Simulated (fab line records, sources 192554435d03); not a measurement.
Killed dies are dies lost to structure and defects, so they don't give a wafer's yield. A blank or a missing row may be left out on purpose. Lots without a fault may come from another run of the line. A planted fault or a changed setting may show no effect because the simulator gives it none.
fab line records | flow n5_finfet
record lots=7 wafers=21 last_day=16
route steps=1938 shown STI_FIN_REVEAL@203 DUMMY_GATE@212 BEOL_M4@1111
lots that met no fault: from a run of the same line without faults
start_h: hours from the record's first day to the start of the lot's first wafer shown | wait_h: hours since the lot's step before | " the same as in the row above | L1.1+2: a row that stands for several wafers | - no value, or no start given | * or withheld: withheld | < > ~ a bound
route shown NAME@n: a module of which the file shows steps, and the number in the route of the first | usual: mean/standard deviation of fault-free wafers | same: alike in all rows | chamber/n: place in a boat | sites: the reading at each site | _std_site: their standard deviation | _edge_site: outer sites' mean less inner sites' | radius_mm: how far each site lies from the wafer's centre | mask NAME#n: copy n | behind: the tool/chamber that last shaped the wafer | hold: why the lot was held/for how many hours/how that ended | device: the transistor (n, p or np) that didn't switch | end of line: the same wafers' tests at the end of the route | a step without rows: its recipe alone | killed: dies lost to structure and defects at the first sort, not the wafer's yield | map: a wafer's dies, x killed, . not, _ none there
set.NAME: the setting as run; set.NAME@STEP: as run at that earlier step | model.NAME: the simulator's own value behind a step, which no gauge read
lots at some steps of the route; a table a step, a row a wafer
services: from which hour (start_h, from the record's first day; less than 0 if before it) a tool's chamber was out of use, for how many hours, and why
## steps
# step N5_STI_FIN_REVEAL_SRD_21
# recipe dry=ipa_marangoni time_s=30 temp_c=23 rinse_liquid=diw
# step N5_STI_FIN_REVEAL_OXIDATION_33
# recipe chemistry=O2_PLASMA_REMOTE temp_c=150 time_s=20 pressure_mtorr=1000 source_power_w=2000 o2_flow_sccm=3000
# usual drypump_motor_current_A=5.7/0.41 heater_power_w=145/16 o2_flow_sccm=3001/9.5
# columns lot.wafer tool chamber start_h wait_h drypump_motor_current_A heater_power_w o2_flow_sccm rf_hours_counter_h
L824.3 plasma_asher-01 0 36.13 0.0 6.3 138 2993 -
L824.4 " 1 " " 5.6 167 3012 -
L824.6 " 1 " " 5.6 172 3012 -
L826.1 plasma_asher-01 1 48.48 0.0 5.6 171 3002 75
L826.2 " 0 " " 6.3 136 2994 75
L826.5 " 1 " " 5.6 163 2993 -
L831.1 plasma_asher-01 0 81.20 0.0 6.3 136 2991 83
L831.2 " 1 " " 5.6 171 3004 83
L831.4 " 1 " " 5.6 167 3005 -
L832.2 plasma_asher-01 0 86.48 0.0 6.3 139 2984 84
L832.4 " 1 " " 5.6 164 3003 -
L832.6 " 0 " " 6.3 141 2994 -
L833.1 plasma_asher-01 1 93.21 0.0 5.6 174 2992 85
L833.3 " 0 " " 6.3 138 3002 -
L833.4 " 1 " " 5.6 165 3000 -
L842.1 plasma_asher-02 0 144.97 0.0 5.4 148 3008 49
L842.2 " 1 " " 5.2 127 2995 49
L842.5 " 1 " " 5.3 127 3004 -
L843.2 plasma_asher-02 0 150.62 0.0 5.5 147 3015 50
L843.5 " 1 " " 5.3 123 3001 -
L843.6 " 0 " " 5.4 148 3022 -
# step N5_STI_FIN_REVEAL_CLEAN_19
# recipe chemistry=O3/DIW temp_c=25 time_s=120 o3_ppm=10
# step N5_STI_FIN_REVEAL_SRD_23
# recipe dry=ipa_marangoni time_s=30 temp_c=23 rinse_liquid=diw
# step N5_STI_FIN_REVEAL_CD_MEAS_22
# recipe target_cd_nm=6.238 pitch_nm=28 polarity=line
# usual cd_nm=6.29/0.23
# columns lot.wafer tool chamber start_h wait_h cd_nm
L824.3 cd_sem-03 - 36.28 0.0 5.99
L824.4 " - " " 6.40
L824.6 " - " " 6.30
L826.1 cd_sem-01 - 48.65 0.0 6.58
L826.2 " - " " 6.47
L826.5 " - " " 6.09
L831.1 cd_sem-01 - 81.36 0.0 6.46
L831.2 " - " " 6.08
L831.4 " - " " 6.48
L832.2 cd_sem-03 - 86.65 0.0 6.36
L832.4 " - " " 6.20
L832.6 " - " " 6.31
L833.1 cd_sem-01 - 93.37 0.0 6.55
L833.3 " - " " 6.62
L833.4 " - " " 6.36
L842.1 cd_sem-03 - 145.13 0.0 6.19
L842.2 " - " " 6.46
L842.5 " - " " 6.60
L843.2 cd_sem-03 - 150.79 0.0 5.98
L843.5 " - " " 6.12
L843.6 " - " " 6.81
# step N5_STI_FIN_REVEAL_FIN_H_MEAS_10
# usual trench_depth_nm=52.0/0.61
# columns lot.wafer tool chamber start_h wait_h trench_depth_nm
L824.3 ocd-01 - 36.31 0.0 52.6
L824.4 " - " " 52.3
L824.6 " - " " 51.5
L826.1 ocd-02 - 48.68 0.0 52.7
L826.2 " - " " 53.4
L826.5 " - " " 53.1
L831.1 ocd-01 - 81.39 0.0 52.7
L831.2 " - " " 52.2
L831.4 " - " " 52.9
L832.2 ocd-01 - 86.68 0.0 52.7
L832.4 " - " " 52.5
L832.6 " - " " 52.9
L833.1 ocd-02 - 93.40 0.0 52.9
L833.3 " - " " 51.9
L833.4 " - " " 52.5
L842.1 ocd-01 - 145.16 0.0 51.0
L842.2 " - " " 51.4
L842.5 " - " " 51.7
L843.2 ocd-02 - 150.82 0.0 51.2
L843.5 " - " " 52.0
L843.6 " - " " 51.4
# step N5_STI_FIN_REVEAL_PRECLEAN_18
# recipe chemistry=SC2 time_s=45 temp_c=35 mix=1:1:50
# step N5_STI_FIN_REVEAL_SRD_28
# recipe dry=ipa_marangoni time_s=30 temp_c=23 rinse_liquid=diw
# step N5_STI_FIN_REVEAL_INSPECT_13
# recipe inspect_instrument=darkfield mode=post_clean
# usual raw_defect_count=12/5.4
# columns lot.wafer tool chamber start_h wait_h raw_defect_count
L824.3 defect_inspect-01 - 36.40 0.0 12
L824.4 " - " " 6
L824.6 " - " " 10
L826.1 defect_inspect-01 - 48.77 0.0 2
L826.2 " - " " 8
L826.5 " - " " 7
L831.1 defect_inspect-01 - 81.48 0.0 5
L831.2 " - " " 11
L831.4 " - " " 8
L832.2 defect_inspect-01 - 86.76 0.0 14
L832.4 " - " " 10
L832.6 " - " " 11
L833.1 defect_inspect-01 - 93.49 0.0 7
L833.3 " - " " 11
L833.4 " - " " 12
L842.1 defect_inspect-01 - 145.25 0.0 10
L842.2 " - " " 13
L842.5 " - " " 8
L843.2 defect_inspect-01 - 150.90 0.0 10
L843.5 " - " " 29
L843.6 " - " " 18
# step N5_DUMMY_GATE_PRECLEAN_00
# recipe chemistry=O3/DIW time_s=60 temp_c=22 o3_ppm=10
# step N5_DUMMY_GATE_SRD_01
# recipe time_s=30 temp_c=23 rinse_liquid=diw dry=ipa_marangoni
# step N5_DUMMY_GATE_ALD_02
# recipe material=SiO2 target_thk_a=20 temp_c=300 ald_precursor_family=BDEAS ald_co_reactant=O2-plasma pulse_time_s=1 pressure_torr=2
# usual heater_power_w=480/28 precursor_pulse_height_rel=1.000/0.019
# columns lot.wafer tool chamber start_h wait_h heater_power_w precursor_pulse_height_rel
L824.3 ald_sin-01 3 36.49 0.0 522 1.013
L824.4 " 0 " " 462 0.966
L824.6 " 0 " " 456 0.983
L826.1 ald_sin-01 0 48.88 0.1 460 0.984
L826.2 " 2 " " 532 1.012
L826.5 " 0 " " 457 1.000
L831.1 ald_sin-01 3 81.58 0.0 514 0.992
L831.2 " 2 " " 533 0.998
L831.4 " 0 " " 455 1.014
L832.2 ald_sin-04 3 86.86 0.0 475 0.976
L832.4 " 0 " " 469 1.008
L832.6 " 3 " " 483 1.025
L833.1 ald_sin-04 1 95.09 1.5 457 1.027
L833.3 " 3 " " 491 1.019
L833.4 " 2 " " 475 1.030
L842.1 ald_sin-03 2 146.51 1.2 487 1.009
L842.2 " 0 " " 493 0.991
L842.5 " 0 " " 487 1.014
L843.2 ald_sin-01 1 151.00 0.0 438 0.981
L843.5 " 3 " " 525 1.035
L843.6 " 0 " " 458 1.013
# step N5_DUMMY_GATE_CVD_03
# recipe material=a-Si target_thk_a=1500 temp_c=530 precursor=SiH4 time_s=8042
# usual spike_tc_bottom_C=552.7/2.6 spike_tc_centre_C=530.6/0.61 spike_tc_lower_C=529.5/0.73 spike_tc_top_C=553/3.8 spike_tc_upper_C=529.7/1.2 susceptor_temp_C=529.98/0.15 zone_power_centre_pct=7.9/0.53
# columns lot.wafer tool chamber start_h wait_h spike_tc_bottom_C spike_tc_centre_C spike_tc_lower_C spike_tc_top_C spike_tc_upper_C susceptor_temp_C zone_power_centre_pct model.a-Si_of_DUMMY_GATE_CVD_03.thk_nm
L824.3 lpcvd-02 1/75 37.25 0.7 554.4 531.1 529.6 552 530.5 530.22 7.7 148.8
L824.4 " 1/79 " " 554.4 531.1 529.6 552 530.5 530.22 7.7 150.4
L824.6 " 1/89 " " 554.4 531.1 529.6 552 530.5 530.22 7.7 149.4
L826.1 lpcvd-01 0/15 48.99 0.1 549.9 531.1 529.3 556 528.5 530.02 8.2 153.6
L826.2 " 0/20 " " 549.9 531.1 529.3 556 528.5 530.02 8.2 154.2
L826.5 " 0/34 " " 549.9 531.1 529.3 556 528.5 530.02 8.2 153.2
L831.1 lpcvd-01 1/90 81.68 0.1 540.8 515.2 513.1 541 514.2 515.36 7.9 99
L831.2 " 1/95 " " 540.8 515.2 513.1 541 514.2 515.36 7.9 98.6
L831.4 " 1/104 " " 540.8 515.2 513.1 541 514.2 515.36 7.9 99.2
L832.2 lpcvd-01 1/95 86.97 0.1 541.3 515.3 514.5 541 514.5 515.63 7.9 97.4
L832.4 " 1/104 " " 541.3 515.3 514.5 541 514.5 515.63 7.9 97.2
L832.6 " 1/114 " " 541.3 515.3 514.5 541 514.5 515.63 7.9 98.2
L833.1 lpcvd-01 0/65 95.20 0.1 535.3 515.6 515.8 542 513.9 515.25 7.8 96.8
L833.3 " 0/75 " " 535.3 515.6 515.8 542 513.9 515.25 7.8 96
L833.4 " 0/79 " " 535.3 515.6 515.8 542 513.9 515.25 7.8 95.4
L842.1 lpcvd-02 0/65 146.62 0.1 549.7 531.9 529.8 546 531.3 530.03 6.9 148.8
L842.2 " 0/70 " " 549.7 531.9 529.8 546 531.3 530.03 6.9 149.2
L842.5 " 0/84 " " 549.7 531.9 529.8 546 531.3 530.03 6.9 150
L843.2 lpcvd-02 1/20 151.10 0.1 555.3 530.4 529.9 552 530.5 530.06 7.7 151.8
L843.5 " 1/34 " " 555.3 530.4 529.9 552 530.5 530.06 7.7 151.4
L843.6 " 1/39 " " 555.3 530.4 529.9 552 530.5 530.06 7.7 150.8
# step N5_DUMMY_GATE_PRECLEAN_46
# recipe chemistry=DIW time_s=89.5 temp_c=23
# step N5_DUMMY_GATE_SRD_47
# recipe dry_time_s=32 dry=n2_spin spin_rpm=1500
# step N5_DUMMY_GATE_CMP_04
# recipe material=a-Si post_cmp_clean=alkaline_brush
# usual motor_current_A=9.9/1.2 time_to_endpoint_s=13.0/2.2
# columns lot.wafer tool chamber start_h wait_h motor_current_A time_to_endpoint_s
L824.3 cmp-03 3 41.03 0.1 12.6 11.2
L824.4 " 1 " " 8.9 12.1
L824.6 " 3 " " 13.0 11.2
L826.1 cmp-01 3 52.76 0.1 9.0 13.9
L826.2 " 1 " " 8.6 13.5
L826.5 " 2 " " 9.3 14.3
L831.4 cmp-01 2 85.48 0.1 8.6 1.1
L831.2 " 3 " " 8.9 3.0
L831.1 " 0 " " 10.1 3.4
L832.2 cmp-01 1 90.77 0.1 8.6 0.0
L832.4 " 2 " " 9.5 1.5
L832.6 " 3 " " 8.7 1.9
L833.4 cmp-01 0 98.98 0.1 10.6 3.0
L833.3 " 1 " " 8.8 4.5
L833.1 " 2 " " 9.3 4.7
L842.2 cmp-04 3 150.36 0.0 9.3 14.7
L842.1 " 2 " " 9.5 11.9
L842.5 " 0 " " 9.9 13.9
L843.2 cmp-03 2 154.93 0.1 11.0 18.9
L843.6 " 3 " " 12.8 12.5
L843.5 " 0 " " 10.5 13.1
# step N5_BEOL_M4_RC_MEAS_101
# usual DIBL_N=36.5/1.4 DIBL_P=36.5/1.6 IOFF_N=0.163/0.022 IOFF_P=0.219/0.029 ION_N=675/8.3 ION_P=464/6.2 SS_N=71.5/0.52 SS_P=73.4/0.57 VT_N=249.7/2.6 VT_P=-250/3
# columns lot.wafer tool chamber start_h wait_h DIBL_N[mV/V] DIBL_P[mV/V] IOFF_N[nA/um] IOFF_P[nA/um] ION_N[uA/um] ION_P[uA/um] SS_N[mV/dec] SS_P[mV/dec] VT_N[mV] VT_P[mV]
L824.3 prober-02 0 165.29 0.7 36.7 35.8 0.147 0.195 672 460 71.0 72.1 252.0 -250
L824.4 " 0 " " 37.4 37.4 0.170 0.224 679 465 71.5 73.7 248.7 -248
L824.6 " 0 " " 36.9 36.6 0.160 0.207 668 462 71.7 73.0 249.6 -252
L826.1 prober-01 0 183.17 0.0 35.1 35.4 0.143 0.181 667 453 70.8 73.2 250.3 -253
L826.2 " 0 " " 35.9 36.8 0.167 0.206 674 459 72.0 73.4 246.6 -252
L826.5 " 0 " " 34.9 34.7 0.136 0.169 661 455 71.5 73.3 251.5 -255
L842.1 prober-01 0 282.69 0.0 39.3 40.7 0.207 0.254 679 466 72.0 75.2 246.7 -249
L842.2 " 0 " " 39.1 41.1 0.204 0.262 684 470 71.9 73.8 247.3 -249
L842.5 " 0 " " 38.5 40.1 0.188 0.236 686 469 71.7 74.2 246.6 -251
L843.2 prober-02 0 285.92 0.2 37.7 37.0 0.170 0.215 675 453 71.4 73.0 249.1 -250
L843.5 " 0 " " 37.2 36.8 0.177 0.218 685 464 71.9 73.8 246.9 -251
L843.6 " 0 " " 37.3 36.4 0.182 0.223 681 464 71.8 72.6 246.4 -249
## services
# columns tool chamber start_h hours kind
cmp-03 - 19.04 10.0 repair
cmp-01 - 29.89 18.7 pm
cmp-03 - 31.37 4.0 pm
cmp-03 - 35.37 - consumable_replace:conditioner
cmp-03 - 35.37 - consumable_replace:pad
ald_sin-04 - 40.29 6.0 pm
cmp-03 - 48.77 4.2 pm
cmp-03 - 54.01 1.6 repair
cmp-01 - 54.66 2.2 repair
cmp-01 - 58.28 3.1 repair
plasma_asher-02 - 77.58 0.3 repair
ald_sin-01 - 81.84 0.7 repair
plasma_asher-02 - 89.32 2.0 repair
plasma_asher-02 - 92.62 0.3 repair
cmp-04 - 95.41 4.0 pm
cmp-04 - 99.41 - consumable_replace:conditioner
cmp-04 - 99.41 - consumable_replace:pad
cmp-03 - 105.77 0.9 repair
cmp-03 - 118.45 1.5 repair
plasma_asher-01 - 130.10 3.4 repair
cmp-03 - 145.48 0.9 repair
## key
first_sign step=N5_DUMMY_GATE_CVD_03 reading=susceptor_temp_C direction=down sigmas=97 usual=* struck=*
effect step=N5_DUMMY_GATE_CVD_03 reading=spike_tc_centre_C direction=down sigmas=25 usual=530.6 struck=515.3
effect step=N5_DUMMY_GATE_CMP_04 reading=time_to_endpoint_s direction=down sigmas=4.7 usual=* struck=*
model_effect step=N5_DUMMY_GATE_CVD_03 value=a-Si_of_DUMMY_GATE_CVD_03.thk_nm without=149.5 struck=97.53
met_at N5_DUMMY_GATE_CVD_03
struck_wafers L831.1,L831.2,L831.4,L832.2,L832.4,L832.6,L833.1,L833.3,L833.4
later_rows_left_out L831.1,L831.2,L831.4,L832.2,L832.4,L832.6,L833.1,L833.3,L833.4
sort_left_out L831.1,L831.2,L831.4,L832.2,L832.4,L832.6,L833.1,L833.3,L833.4
fault kind=process_parameter_drift tool=lpcvd-01 chamber=- onset_h=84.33 steps=N5_DUMMY_GATE_CVD_03 channel=temp_c offset=* shape=step end_h=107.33 acts_in=* stated=*
# sort_left_out: the simulated sort isn't trusted on such a fault, so these wafers' sort isn't shown, and their yield isn't known
# later_rows_left_out: the simulator's readings of these wafers behind a module that went badly wrong aren't trusted and aren't shown, but for the sort
